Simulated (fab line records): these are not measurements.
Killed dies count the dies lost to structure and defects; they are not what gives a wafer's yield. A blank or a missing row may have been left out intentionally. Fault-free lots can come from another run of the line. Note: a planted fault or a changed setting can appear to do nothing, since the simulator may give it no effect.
Which tool is to blame? || flow nand harc || 11 lots with 33 wafers sampled at 7 steps, on a route of 1302 steps

## WHAT THE GAUGES SHOWED, per wafer
NHARC_P_ZERO_WELL_CD_MEAS_37 targets a cd of 720 nm.
{"lot": "L176", "measured": "day 2 00:22", "on": "cd sem-02", "cd nm (nm)": "720.4 720.0 719.8"}
{"lot": "L177", "measured": "day 2 10:23", "on": "cd sem-03", "cd nm (nm)": "721.4 719.8 718.6"}
{"lot": "L181", "measured": "day 4 02:05", "on": "cd sem-02", "cd nm (nm)": "719.6 719.3 720.0"}
{"lot": "L186", "measured": "day 6 04:08", "on": "cd sem-03", "cd nm (nm)": "718.3 718.6 720.4"}
{"lot": "L187", "measured": "day 6 14:08", "on": "cd sem-02", "cd nm (nm)": "718.9 721.1 720.4"}
{"lot": "L188", "measured": "day 7 00:16", "on": "cd sem-02", "cd nm (nm)": "721.7 719.8 720.6"}
{"lot": "L193", "measured": "day 9 02:11", "on": "cd sem-02", "cd nm (nm)": "718.9 719.1 721.9"}
{"lot": "L196", "measured": "day 10 08:10", "on": "cd sem-02", "cd nm (nm)": "716.9 720.4 720.5"}
{"lot": "L197", "measured": "day 10 18:37", "on": "cd sem-03", "cd nm (nm)": "718.9 720.5 721.2"}
{"lot": "L198", "measured": "day 11 04:14", "on": "cd sem-02", "cd nm (nm)": "720.2 721.1 718.5"}
{"lot": "L199", "measured": "day 11 14:05", "on": "cd sem-03", "cd nm (nm)": "717.7 719.3 719.1"}

NHARC_P_STI_OCD_MEAS_17.
{"lot": "L176", "measured": "day 2 20:41", "on": "ocd-02", "trench depth nm (nm)": "301 310 310", "trench foot cd nm (nm)": "155.1 154.1 155.1"}
{"lot": "L177", "measured": "day 3 08:02", "on": "ocd-02", "trench depth nm (nm)": "297 299 298", "trench foot cd nm (nm)": "160.4 159.8 159.5"}
{"lot": "L181", "measured": "day 4 22:35", "on": "ocd-02", "trench depth nm (nm)": "296 304 305", "trench foot cd nm (nm)": "158.9 158.2 155.7"}
{"lot": "L186", "measured": "day 7 00:41", "on": "ocd-02", "trench depth nm (nm)": "0 0 0", "trench foot cd nm (nm)": "- - -"}
{"lot": "L187", "measured": "day 7 12:13", "on": "ocd-01", "trench depth nm (nm)": "0 0 0", "trench foot cd nm (nm)": "- - -"}
{"lot": "L188", "measured": "day 7 20:16", "on": "ocd-02", "trench depth nm (nm)": "304 300 298", "trench foot cd nm (nm)": "158.4 154.7 161.0"}
{"lot": "L193", "measured": "day 9 21:21", "on": "ocd-02", "trench depth nm (nm)": "298 300 299", "trench foot cd nm (nm)": "161.7 160.5 161.0"}
{"lot": "L196", "measured": "day 11 03:49", "on": "ocd-01", "trench depth nm (nm)": "300 298 304", "trench foot cd nm (nm)": "156.7 156.5 155.9"}
{"lot": "L197", "measured": "day 11 13:43", "on": "ocd-02", "trench depth nm (nm)": "304 305 302", "trench foot cd nm (nm)": "157.7 154.8 156.9"}
{"lot": "L198", "measured": "day 11 22:52", "on": "ocd-01", "trench depth nm (nm)": "294 299 300", "trench foot cd nm (nm)": "159.1 157.2 158.9"}
{"lot": "L199", "measured": "day 12 09:20", "on": "ocd-02", "trench depth nm (nm)": "297 303 301", "trench foot cd nm (nm)": "158.0 157.7 158.7"}

NHARC_P_STI_OCD_MEAS_43.
{"lot": "L176", "measured": "day 2 21:11", "on": "ocd-01", "trench depth nm (nm)": "301 309 310", "trench foot cd nm (nm)": "154.9 154.7 154.7"}
{"lot": "L177", "measured": "day 3 08:32", "on": "ocd-01", "trench depth nm (nm)": "297 299 298", "trench foot cd nm (nm)": "160.5 160.2 158.9"}
{"lot": "L181", "measured": "day 4 23:05", "on": "ocd-01", "trench depth nm (nm)": "296 304 305", "trench foot cd nm (nm)": "158.3 158.2 156.4"}
{"lot": "L186", "measured": "day 7 01:12", "on": "ocd-01", "trench depth nm (nm)": "0 0 1", "trench foot cd nm (nm)": "- - -"}
{"lot": "L187", "measured": "day 7 12:44", "on": "ocd-02", "trench depth nm (nm)": "0 0 0", "trench foot cd nm (nm)": "- - -"}
{"lot": "L188", "measured": "day 7 20:47", "on": "ocd-01", "trench depth nm (nm)": "304 300 298", "trench foot cd nm (nm)": "158.9 155.1 160.3"}
{"lot": "L193", "measured": "day 9 21:51", "on": "ocd-01", "trench depth nm (nm)": "299 299 298", "trench foot cd nm (nm)": "162.2 160.6 161.6"}
{"lot": "L196", "measured": "day 11 04:19", "on": "ocd-02", "trench depth nm (nm)": "300 298 303", "trench foot cd nm (nm)": "157.2 156.4 155.4"}
{"lot": "L197", "measured": "day 11 14:14", "on": "ocd-01", "trench depth nm (nm)": "303 305 303", "trench foot cd nm (nm)": "158.1 155.3 156.8"}
{"lot": "L198", "measured": "day 11 23:22", "on": "ocd-02", "trench depth nm (nm)": "295 300 300", "trench foot cd nm (nm)": "158.8 157.4 158.4"}
{"lot": "L199", "measured": "day 12 09:50", "on": "ocd-01", "trench depth nm (nm)": "297 302 301", "trench foot cd nm (nm)": "157.5 156.9 158.5"}

NHARC_END_SORT_01.
{"lot": "L186", "measured": "day 28 00:35", "on": "prober-02", "killed at array": "46 62 62", "killed at other": "1 1 2", "killed at periphery": "630 614 613", "killed dies": "677 677 677", "killed open": "1 3 5", "killed short": "2 5 2"}
{"lot": "L187", "measured": "day 28 14:43", "on": "prober-02", "killed at array": "38 35 41", "killed at other": "1 4 1", "killed at periphery": "638 638 635", "killed dies": "677 677 677", "killed open": "3 5 3", "killed short": "5 0 5"}

## WHICH TOOL RAN EACH LOT (tool, then ch and the chambers of the sampled wafers, then the start)
{"lot": "L176", "NHARC_P_ZERO_WELL_DESCUM_54": "rie diel-04 ch 2,3, day 2 02:10", "NHARC_P_STI_ETCH_15": "rie si-02 ch 2,3, day 2 20:26", "NHARC_P_STI_CMP_21": "cmp-04 ch 1,2, day 3 14:45"}
{"lot": "L177", "NHARC_P_ZERO_WELL_DESCUM_54": "rie diel-07 ch 1,2,3, day 2 12:11", "NHARC_P_STI_ETCH_15": "rie si-05 ch 1,2, day 3 07:47", "NHARC_P_STI_CMP_21": "cmp-02 ch 1,2, day 4 03:39"}
{"lot": "L181", "NHARC_P_ZERO_WELL_DESCUM_54": "rie diel-04 ch 0,3, day 4 03:46", "NHARC_P_STI_ETCH_15": "rie si-02 ch 0,3, day 4 22:18", "NHARC_P_STI_CMP_21": "cmp-03 ch 1,2,3, day 5 15:15"}
{"lot": "L186", "NHARC_P_ZERO_WELL_DESCUM_54": "rie diel-08 ch 0,1,2, day 6 06:02", "NHARC_P_STI_ETCH_15": "rie si-02 ch 1,2, day 7 00:27", "NHARC_P_STI_CMP_21": "cmp-02 ch 0,1,2, day 7 19:19"}
{"lot": "L187", "NHARC_P_ZERO_WELL_DESCUM_54": "rie diel-07 ch 1,2, day 6 15:48", "NHARC_P_STI_ETCH_15": "rie si-04 ch 0,1,3, day 7 11:59", "NHARC_P_STI_CMP_21": "cmp-04 ch 0,2,3, day 8 05:44"}
{"lot": "L188", "NHARC_P_ZERO_WELL_DESCUM_54": "rie diel-04 ch 2,3, day 7 01:56", "NHARC_P_STI_ETCH_15": "rie si-04 ch 0,1,3, day 7 20:02", "NHARC_P_STI_CMP_21": "cmp-02 ch 1,2,3, day 8 13:09"}
{"lot": "L193", "NHARC_P_ZERO_WELL_DESCUM_54": "rie diel-04 ch 1,3, day 9 03:51", "NHARC_P_STI_ETCH_15": "rie si-02 ch 1,2,3, day 9 21:08", "NHARC_P_STI_CMP_21": "cmp-02 ch 0,3, day 10 21:25"}
{"lot": "L196", "NHARC_P_ZERO_WELL_DESCUM_54": "rie diel-07 ch 0,1,3, day 10 10:02", "NHARC_P_STI_ETCH_15": "rie si-04 ch 0,1,3, day 11 03:34", "NHARC_P_STI_CMP_21": "cmp-04 ch 0,1,2, day 11 20:31"}
{"lot": "L197", "NHARC_P_ZERO_WELL_DESCUM_54": "rie diel-07 ch 1,2, day 10 20:17", "NHARC_P_STI_ETCH_15": "rie si-02 ch 0,1,3, day 11 13:30", "NHARC_P_STI_CMP_21": "cmp-03 ch 0,1, day 12 09:52"}
{"lot": "L198", "NHARC_P_ZERO_WELL_DESCUM_54": "rie diel-07 ch 0,1, day 11 06:03", "NHARC_P_STI_ETCH_15": "rie si-05 ch 0,2,3, day 11 22:38", "NHARC_P_STI_CMP_21": "cmp-02 ch 0,1,2, day 12 18:43"}
{"lot": "L199", "NHARC_P_ZERO_WELL_DESCUM_54": "rie diel-07 ch 0,2, day 11 15:47", "NHARC_P_STI_ETCH_15": "rie si-04 ch 0,1,2, day 12 09:05", "NHARC_P_STI_CMP_21": "cmp-03 ch 0,1,2, day 13 04:02"}
- NHARC_P_ZERO_WELL_DESCUM_54: chemistry O2, time 3 s.
- NHARC_P_STI_ETCH_15: etches the open film in HBr/Cl2, target depth 300 nm, time 100.1 s.
- NHARC_P_STI_CMP_21: polishes, t overpolish 20 s, target thk 380.67 nm.

## AS READ BY THE TOOLS THEMSELVES (means over the sampled wafers that have a number; for cases with no such wafer, the mark the record gives instead)
NHARC_P_ZERO_WELL_DESCUM_54.
{"lot": "L176", "tool": "rie diel-04", "drypump motor current A (A)": 5.5, "oes product au (a.u.)": 1.000, "rf vpp V (V)": 59.1, "showerhead plenum p Torr (Torr)": 2.03, "throttle valve pct (%)": 11.312}
{"lot": "L177", "tool": "rie diel-07", "drypump motor current A (A)": 5.7, "oes product au (a.u.)": 0.997, "rf vpp V (V)": 57.0, "showerhead plenum p Torr (Torr)": 1.95, "throttle valve pct (%)": 11.312}
{"lot": "L181", "tool": "rie diel-04", "drypump motor current A (A)": 5.5, "oes product au (a.u.)": 1.005, "rf vpp V (V)": 57.9, "showerhead plenum p Torr (Torr)": 1.98, "throttle valve pct (%)": 11.309}
{"lot": "L186", "tool": "rie diel-08", "drypump motor current A (A)": 5.6, "oes product au (a.u.)": 1.004, "rf vpp V (V)": 58.8, "showerhead plenum p Torr (Torr)": 1.91, "throttle valve pct (%)": 11.309}
{"lot": "L187", "tool": "rie diel-07", "drypump motor current A (A)": 5.6, "oes product au (a.u.)": 0.995, "rf vpp V (V)": 56.7, "showerhead plenum p Torr (Torr)": 1.92, "throttle valve pct (%)": 11.316}
{"lot": "L188", "tool": "rie diel-04", "drypump motor current A (A)": 5.5, "oes product au (a.u.)": 0.999, "rf vpp V (V)": 58.5, "showerhead plenum p Torr (Torr)": 2.02, "throttle valve pct (%)": 11.314}
{"lot": "L193", "tool": "rie diel-04", "drypump motor current A (A)": 5.1, "oes product au (a.u.)": 1.001, "rf vpp V (V)": 58.1, "showerhead plenum p Torr (Torr)": 1.94, "throttle valve pct (%)": 11.315}
{"lot": "L196", "tool": "rie diel-07", "drypump motor current A (A)": 5.8, "oes product au (a.u.)": 0.997, "rf vpp V (V)": 58.4, "showerhead plenum p Torr (Torr)": 1.96, "throttle valve pct (%)": 11.313}
{"lot": "L197", "tool": "rie diel-07", "drypump motor current A (A)": 5.6, "oes product au (a.u.)": 0.997, "rf vpp V (V)": 58.4, "showerhead plenum p Torr (Torr)": 1.91, "throttle valve pct (%)": 11.314}
{"lot": "L198", "tool": "rie diel-07", "drypump motor current A (A)": 5.6, "oes product au (a.u.)": 1.005, "rf vpp V (V)": 57.7, "showerhead plenum p Torr (Torr)": 1.93, "throttle valve pct (%)": 11.314}
{"lot": "L199", "tool": "rie diel-07", "drypump motor current A (A)": 5.7, "oes product au (a.u.)": 1.005, "rf vpp V (V)": 57.8, "showerhead plenum p Torr (Torr)": 1.98, "throttle valve pct (%)": 11.322}

NHARC_P_STI_ETCH_15.
{"lot": "L176", "tool": "rie si-02", "bias w (W)": 100.6, "chamber pressure mTorr (mTorr)": 14.995, "drypump motor current A (A)": 5.4, "he backside leak sccm (sccm)": 2.47, "oes product au (a.u.)": 1.009, "rf fwd power W (W)": 398.5, "throttle valve pct (%)": 26.403}
{"lot": "L177", "tool": "rie si-05", "bias w (W)": 100.1, "chamber pressure mTorr (mTorr)": 15.002, "drypump motor current A (A)": 5.9, "he backside leak sccm (sccm)": 2.38, "oes product au (a.u.)": 0.990, "rf fwd power W (W)": 395.1, "throttle valve pct (%)": 26.408}
{"lot": "L181", "tool": "rie si-02", "bias w (W)": 100.0, "chamber pressure mTorr (mTorr)": 15.003, "drypump motor current A (A)": 5.7, "he backside leak sccm (sccm)": 2.61, "oes product au (a.u.)": 1.002, "rf fwd power W (W)": 398.5, "throttle valve pct (%)": 26.403}
{"lot": "L186", "tool": "rie si-02", "bias w (W)": "-", "chamber pressure mTorr (mTorr)": "-", "drypump motor current A (A)": "-", "he backside leak sccm (sccm)": "-", "oes product au (a.u.)": "-", "rf fwd power W (W)": "-", "throttle valve pct (%)": "-"}
{"lot": "L187", "tool": "rie si-04", "bias w (W)": "-", "chamber pressure mTorr (mTorr)": "-", "drypump motor current A (A)": "-", "he backside leak sccm (sccm)": "-", "oes product au (a.u.)": "-", "rf fwd power W (W)": "-", "throttle valve pct (%)": "-"}
{"lot": "L188", "tool": "rie si-04", "bias w (W)": 99.9, "chamber pressure mTorr (mTorr)": 15.008, "drypump motor current A (A)": 6.2, "he backside leak sccm (sccm)": 2.38, "oes product au (a.u.)": 1.000, "rf fwd power W (W)": 397.3, "throttle valve pct (%)": 26.404}
{"lot": "L193", "tool": "rie si-02", "bias w (W)": 100.3, "chamber pressure mTorr (mTorr)": 15.006, "drypump motor current A (A)": 5.5, "he backside leak sccm (sccm)": 2.61, "oes product au (a.u.)": 0.996, "rf fwd power W (W)": 397.3, "throttle valve pct (%)": 26.408}
{"lot": "L196", "tool": "rie si-04", "bias w (W)": 99.9, "chamber pressure mTorr (mTorr)": 15.005, "drypump motor current A (A)": 6.2, "he backside leak sccm (sccm)": 2.48, "oes product au (a.u.)": 1.004, "rf fwd power W (W)": 396.4, "throttle valve pct (%)": 26.397}
{"lot": "L197", "tool": "rie si-02", "bias w (W)": 99.9, "chamber pressure mTorr (mTorr)": 14.995, "drypump motor current A (A)": 5.9, "he backside leak sccm (sccm)": 2.51, "oes product au (a.u.)": 1.009, "rf fwd power W (W)": 398.5, "throttle valve pct (%)": 26.407}
{"lot": "L198", "tool": "rie si-05", "bias w (W)": 99.8, "chamber pressure mTorr (mTorr)": 14.997, "drypump motor current A (A)": 5.6, "he backside leak sccm (sccm)": 2.82, "oes product au (a.u.)": 0.996, "rf fwd power W (W)": 397.0, "throttle valve pct (%)": 26.413}
{"lot": "L199", "tool": "rie si-04", "bias w (W)": 99.7, "chamber pressure mTorr (mTorr)": 14.996, "drypump motor current A (A)": 6.4, "he backside leak sccm (sccm)": 2.54, "oes product au (a.u.)": 0.999, "rf fwd power W (W)": 397.4, "throttle valve pct (%)": 26.402}

NHARC_P_STI_CMP_21.
{"lot": "L176", "tool": "cmp-04", "motor current A (A)": 11.6, "overpolish run s (s)": 20.008, "slurry filter dp kPa (kPa)": 13.60}
{"lot": "L177", "tool": "cmp-02", "motor current A (A)": 11.5, "overpolish run s (s)": 19.992, "slurry filter dp kPa (kPa)": 13.52}
{"lot": "L181", "tool": "cmp-03", "motor current A (A)": 12.6, "overpolish run s (s)": 20.001, "slurry filter dp kPa (kPa)": 13.58}
{"lot": "L186", "tool": "cmp-02", "motor current A (A)": 12.0, "overpolish run s (s)": 19.996, "slurry filter dp kPa (kPa)": 13.49}
{"lot": "L187", "tool": "cmp-04", "motor current A (A)": 12.0, "overpolish run s (s)": 20.005, "slurry filter dp kPa (kPa)": 13.57}
{"lot": "L188", "tool": "cmp-02", "motor current A (A)": 11.8, "overpolish run s (s)": 20.001, "slurry filter dp kPa (kPa)": 13.44}
{"lot": "L193", "tool": "cmp-02", "motor current A (A)": 13.0, "overpolish run s (s)": 19.995, "slurry filter dp kPa (kPa)": 13.53}
{"lot": "L196", "tool": "cmp-04", "motor current A (A)": 11.6, "overpolish run s (s)": 20.001, "slurry filter dp kPa (kPa)": 13.46}
{"lot": "L197", "tool": "cmp-03", "motor current A (A)": 13.4, "overpolish run s (s)": 20.005, "slurry filter dp kPa (kPa)": 13.41}
{"lot": "L198", "tool": "cmp-02", "motor current A (A)": 12.3, "overpolish run s (s)": 20.004, "slurry filter dp kPa (kPa)": 13.38}
{"lot": "L199", "tool": "cmp-03", "motor current A (A)": 12.9, "overpolish run s (s)": 20.008, "slurry filter dp kPa (kPa)": 13.58}

## THE ANSWER, worked out from the rows above alone
Rule: usual is defined by the lots themselves. Put in order of their means at a reading, lots are off if they are a third of the lots or fewer, leave a main group of 4 or more, and stand apart from it by a gap of 3 or more times the standard deviation of the main group's means; of several such gaps the widest counts. Not used: any main group whose means are identical at the precision the tables above print for the reading. Also off: a lot with no number at a reading for which 4 or more lots have one. Any other lot the step has rows for is counted as sound. Order of review: gauges by route order, followed by the tools' own readings, for which a lot's mean as printed above is used. The first step at which some lot is off is used, and at that step the reading that is off furthest; a lot without a number counts as furthest.
Off at NHARC_P_STI_OCD_MEAS_17 (trench foot cd nm): L186, L187. Without a number there: L186, L187. The main group has a mean of 157.9 nm with a standard deviation of 1.8.
If a tool, at a process step before that reading, ran all the lots that are off and no sound lot after the first of them, it fits. The gauges at NHARC_P_STI_OCD_MEAS_17 aren't tried: what is off there is off at NHARC_P_STI_ETCH_15 too, on other tools, and a gauge's error can't cause that. None of those tried fits.

## WHAT HAD BEEN PUT IN BY THE SIMULATOR
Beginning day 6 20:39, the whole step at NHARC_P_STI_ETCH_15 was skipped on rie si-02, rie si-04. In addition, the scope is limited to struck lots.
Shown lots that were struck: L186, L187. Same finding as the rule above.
